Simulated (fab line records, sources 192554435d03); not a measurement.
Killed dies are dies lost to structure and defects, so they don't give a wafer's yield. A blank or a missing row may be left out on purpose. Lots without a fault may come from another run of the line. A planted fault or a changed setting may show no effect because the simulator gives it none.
Which tool did it? | flow n5_finfet | 24 lots, 72 wafers sampled, at 2 steps of a route of 1938

WHAT THE GAUGES READ, wafer by wafer
N5_BEOL_M4_OVL_MEAS_12. Usual: M4_OVL -0.1 nm, standard deviation 0.73.
lot  | measured     | on         | M4_OVL (nm)    | flag
L074 | day 8 05:37  | overlay-01 | 0.3 -0.1 0.1   |
L075 | day 8 06:04  | overlay-02 | -1.0 -0.2 -0.3 |
L076 | day 8 11:34  | overlay-02 | -0.2 1.4 0.7   |
L077 | day 8 13:48  | overlay-02 | -0.8 -0.4 -0.1 |
L078 | day 8 23:06  | overlay-02 | 0.9 1.2 0.2    |
L079 | day 9 02:54  | overlay-01 | -0.7 0.2 0.7   |
L081 | day 9 22:13  | overlay-02 | -0.3 -0.2 1.3  |
L080 | day 9 22:26  | overlay-02 | -0.1 -0.2 0.3  |
L082 | day 9 23:55  | overlay-01 | 1.2 0.5 -0.1   |
L085 | day 10 05:49 | overlay-01 | 0.6 0.8 0.0    |
L084 | day 10 06:03 | overlay-02 | -0.8 -0.2 -1.3 |
L083 | day 10 06:35 | overlay-02 | -0.8 -0.9 -0.6 |
L086 | day 11 03:19 | overlay-01 | 0.0 0.2 0.2    |
L089 | day 11 21:45 | overlay-01 | 0.8 -0.1 -0.9  |
L087 | day 11 21:49 | overlay-02 | -1.3 -1.6 1.0  |
L090 | day 11 23:06 | overlay-02 | -2.0 0.7 -0.2  |
L088 | day 12 04:21 | overlay-01 | 1.2 1.0 0.2    |
L091 | day 12 04:25 | overlay-02 | -0.3 -0.2 -0.2 |
L092 | day 12 06:11 | overlay-02 | -1.1 -0.5 -0.8 |
L093 | day 12 12:31 | overlay-01 | 0.1 -1.2 -0.6  |
L094 | day 12 13:47 | overlay-02 | -0.5 -0.4 -0.6 |
L095 | day 13 02:34 | overlay-01 | -0.2 -0.8 -0.5 |
L096 | day 13 19:26 | overlay-02 | -0.3 1.2 0.3   |
L097 | day 15 12:54 | overlay-01 | 0.7 -0.9 0.5   |

WHICH TOOL RAN EACH LOT (tool, then ch and the chambers of the sampled wafers, then the start)
lot  | N5_BEOL_M3_DEP_57
L074 | pecvd-03 ch 0,1,2, day 8 04:53
L075 | pecvd-01 ch 0,1, day 8 04:58
L076 | pecvd-03 ch 0,1,2, day 8 08:38
L077 | pecvd-04 ch 0,1, day 8 11:32
L078 | pecvd-01 ch 0,1, day 8 20:03
L079 | pecvd-04 ch 1,2, day 9 00:50
L081 | pecvd-04 ch 0,1,2, day 9 19:31
L080 | pecvd-04 ch 0,1,2, day 9 21:14
L082 | pecvd-01 ch 0,1,2, day 9 22:25
L085 | pecvd-01 ch 1,2, day 10 02:58
L084 | pecvd-03 ch 0,1, day 10 03:05
L083 | pecvd-03 ch 0,1, day 10 03:36
L086 | pecvd-04 ch 0,2, day 11 00:36
L089 | pecvd-01 ch 0,2, day 11 19:25
L087 | pecvd-04 ch 1,2, day 11 19:53
L090 | pecvd-03 ch 0,1,2, day 11 21:44
L088 | pecvd-03 ch 0,1,2, day 12 02:48
L091 | pecvd-04 ch 1,2, day 12 03:04
L092 | pecvd-04 ch 0,1, day 12 03:26
L093 | pecvd-03 ch 0,1,2, day 12 09:41
L094 | pecvd-03 ch 0,2, day 12 12:53
L095 | pecvd-04 ch 0,1,2, day 12 22:34
L096 | pecvd-04 ch 0,2, day 13 18:07
L097 | pecvd-01 ch 0,1,2, day 15 12:02
- N5_BEOL_M3_DEP_57: deposits SiCN from 3MS/NH3, target thk 8 nm, time 14 s.

WHAT THE TOOLS THEMSELVES READ (means of the sampled wafers that have a number; where no wafer has one, the mark that the record gives instead)
N5_BEOL_M3_DEP_57. Usual: showerhead_plenum_p_Torr 3.670 Torr, standard deviation 0.016; showerhead_vpp_V 891 V, standard deviation 36; throttle_valve_pct 9.2 %, standard deviation 0.41.
lot  | tool     | showerhead_plenum_p_Torr (Torr) | showerhead_vpp_V (V) | throttle_valve_pct (%) | flag
L074 | pecvd-03 | 3.672                           | 877                  | 9.3                    |
L075 | pecvd-01 | 3.658                           | 917                  | 9.1                    |
L076 | pecvd-03 | 3.667                           | 896                  | 9.2                    |
L077 | pecvd-04 | 3.677                           | 879                  | 9.7                    |
L078 | pecvd-01 | 3.660                           | 901                  | 8.9                    |
L079 | pecvd-04 | 3.663                           | 895                  | 9.5                    |
L081 | pecvd-04 | 3.679                           | 886                  | 9.5                    |
L080 | pecvd-04 | 3.673                           | 886                  | 9.6                    |
L082 | pecvd-01 | 3.662                           | 892                  | 9.0                    |
L085 | pecvd-01 | 3.662                           | 913                  | 8.9                    |
L084 | pecvd-03 | 3.678                           | 889                  | 8.9                    |
L083 | pecvd-03 | 3.670                           | 931                  | 9.1                    |
L086 | pecvd-04 | 3.687                           | 882                  | 9.3                    |
L089 | pecvd-01 | 3.664                           | 876                  | 8.9                    |
L087 | pecvd-04 | 3.668                           | 896                  | 9.6                    |
L090 | pecvd-03 | 3.666                           | 898                  | 9.0                    |
L088 | pecvd-03 | 3.668                           | 890                  | 9.0                    |
L091 | pecvd-04 | 3.670                           | 895                  | 9.4                    |
L092 | pecvd-04 | 3.662                           | 889                  | 9.7                    |
L093 | pecvd-03 | 3.675                           | 893                  | 9.0                    |
L094 | pecvd-03 | 3.665                           | 879                  | 8.8                    |
L095 | pecvd-04 | 3.675                           | 884                  | 9.5                    |
L096 | pecvd-04 | 3.690                           | 870                  | 9.3                    |
L097 | pecvd-01 | 3.660                           | 892                  | 9.0                    |

THE ANSWER, worked out from the rows above alone
Rule: a lot is off if the mean of its wafers that have a number lies more than 3 standard deviations from the usual mean. A lot without any number at a reading at which 4 lots or more have one is off too. The other lots that the step has rows for count as sound. The gauges are gone through in route order, then the tools' own readings, and for those a lot's mean is taken as printed above. The first step at which some lot is off is used, and at that step the reading that is off furthest; a lot without a number counts as furthest.
No lot is off at any reading shown: from this, nothing can be told.

WHAT THE SIMULATOR HAD PUT IN
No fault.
